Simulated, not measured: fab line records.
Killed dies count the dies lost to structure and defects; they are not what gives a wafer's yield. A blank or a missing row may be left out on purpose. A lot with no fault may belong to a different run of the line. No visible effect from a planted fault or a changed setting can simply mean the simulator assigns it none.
Split-lot experiment | flow n5 finfet | 21 wafers read from 7 lots, route of 1938 steps

== SPLIT DETAILS ==
At N5_BEOL_M9_COAT_59 (time 60 s, resist thk 100 nm), the setting spin rpm was moved away from the recipe's 1500 rpm on 7 of the 21 wafers read, by -7.8% to +9.2%. This setting was run at the recipe's value on the other wafers.

== FROM THE SPLIT TO THE READING: what the file shows between them, 11 steps ==
- N5_BEOL_M9_COAT_05: resist thk 90 nm (also split here: spin rpm)
- N5_BEOL_M9_EBR_07
- N5_BEOL_M9_SOFTBAKE_06: time 60 s
- N5_BEOL_M9_EXPOSE_08: exposes mask M9
- N5_BEOL_M9_PEB_09: peb time 60 s
- N5_BEOL_M9_DEVELOP_10: develop time 30 s
- N5_BEOL_M9_DESCUM_16: chemistry O2, time 7.9 s
- N5_BEOL_M9_ETCH_61: etches SiARC in CF4, target depth 39 nm, time 65 s
- N5_BEOL_M9_ETCH_62: etches SOC in N2/H2, target depth 110 nm, overetch 22 nm, time 165 s
- N5_BEOL_M9_STRIP_68: strips in N2/H2
- N5_BEOL_M9_STRIP_67: strips in CF4

== THE READING ==
SOC_of_BEOL_M9_COAT_59.thk nm (the simulator's own value, which no gauge read), in nm, at N5_BEOL_M9_HM_OPEN_17 (chemistry Cl2/BCl3, target TiN, target depth 20 nm, overetch 6 nm). There is no usual value for it anywhere in the file. Across the 14 wafers here that went through the recipe, the average is 91.7 nm and the standard deviation 0.33 nm.

wafer  | tool, chamber at the split | spin rpm as run, rpm | against the recipe | SOC_of_BEOL_M9_COAT_59.thk nm, nm | against lot-mates on the recipe
L075.1 | litho track-01, 0          | 1500                 | recipe             | 92.2                              | -
L075.3 | litho track-01, 0          | 1500                 | recipe             | 91.8                              | -
L075.4 | litho track-01, 0          | 1500                 | recipe             | 92                                | -
L079.1 | litho track-01, 0          | 1500                 | recipe             | 91.8                              | -
L079.3 | litho track-01, 0          | 1627                 | +8.5%              | 88.6                              | -3.4
L079.5 | litho track-01, 0          | 1500                 | recipe             | 92.2                              | -
L081.2 | litho track-03, 0          | 1500                 | recipe             | 91.4                              | -
L081.4 | litho track-03, 0          | 1500                 | recipe             | 91.4                              | -
L081.6 | litho track-03, 0          | 1500                 | recipe             | 91.8                              | -
L083.1 | litho track-01, 0          | 1638                 | +9.2%              | 87                                | -4.4
L083.4 | litho track-01, 0          | 1500                 | recipe             | 91.4                              | -
L083.5 | litho track-01, 0          | 1638                 | +9.2%              | 87.4                              | -4.0
L085.1 | litho track-03, 0          | 1500                 | recipe             | 91.2                              | -
L085.2 | litho track-03, 0          | 1500                 | recipe             | 91.4                              | -
L085.6 | litho track-03, 0          | 1500                 | recipe             | 91.4                              | -
L087.1 | litho track-02, 0          | 1600                 | +6.7%              | 88.4                              | -3.6
L087.2 | litho track-02, 0          | 1500                 | recipe             | 92                                | -
L087.3 | litho track-02, 0          | 1600                 | +6.7%              | 88.8                              | -3.2
L097.1 | litho track-03, 0          | 1383                 | -7.8%              | 95.8                              | +3.8
L097.3 | litho track-03, 0          | 1383                 | -7.8%              | 96                                | +4.0
L097.5 | litho track-03, 0          | 1500                 | recipe             | 92                                | -

FIT RESULTS
A straight line over all 21 wafers: SOC_of_BEOL_M9_COAT_59.thk nm changes by -0.484 nm for each +1% of spin rpm; r = -0.99; the points scatter about the line by 0.39 nm.
The same after taking each lot's own level away (the mean of its wafers on the recipe; 21 wafers): -0.472 nm for each +1%; r = -0.99; scatter 0.24 nm.
According to that fit, moving spin rpm by its largest amount changes the reading by 4.3 nm.
Measured against the standard deviation above, the lots' own levels, which go from 91.33 to 92.00 nm, span 2.0 times it.
Hence the lot-to-lot level has little effect on the slope; both slopes agree.
Check: for one of the wafers moved furthest among these (+9.2%), held out of the fit, the line's prediction against its lot-mates is -4.28 nm. It came out at -4.4 nm against them.

== ADDITIONAL SPLITS CARRIED BY THESE WAFERS ==
Before the reading, these wafers also passed through other splits. Each is held against what the fit with the lots' levels taken away leaves over:
other split on the same wafers | wafers away from the commonest value | r with SOC_of_BEOL_M9_COAT_59.thk nm (lot level and that fit taken away)
N5_BEOL_M7_EXPOSE_25 dose mj   | 5                                    | -0.09
N5_BEOL_M7_VIA_ETCH_34 time s  | 7                                    | -0.24
N5_BEOL_M9_COAT_05 spin rpm    | 3                                    | +0.36

== THE WHOLE CHAIN: every reading that the file lists as answering this split, in the file's order ==
step                  | what it does                                                         | reading                                                                        | change (the file's fit)               | r (the file's)
N5_BEOL_M9_COAT_59    | time 60 s, resist thk 100 nm                                         | SOC_of_BEOL_M9_COAT_59.thk nm (the simulator's own value, which no gauge read) | -0.471 nm for each +1% of the setting | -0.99
N5_BEOL_M9_ETCH_62    | etches SOC in N2/H2, target depth 110 nm, overetch 22 nm, time 165 s | etch.depth nm (the simulator's own value, which no gauge read)                 | -0.471 nm for each +1% of the setting | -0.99
N5_BEOL_M9_HM_OPEN_17 | chemistry Cl2/BCl3, target TiN, target depth 20 nm, overetch 6 nm    | SOC_of_BEOL_M9_COAT_59.thk nm (the simulator's own value, which no gauge read) | -0.461 nm for each +1% of the setting | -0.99

== FILE'S OWN FIT ==
SOC_of_BEOL_M9_COAT_59.thk nm changes by -0.461 nm for each +1% of spin rpm, r = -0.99.
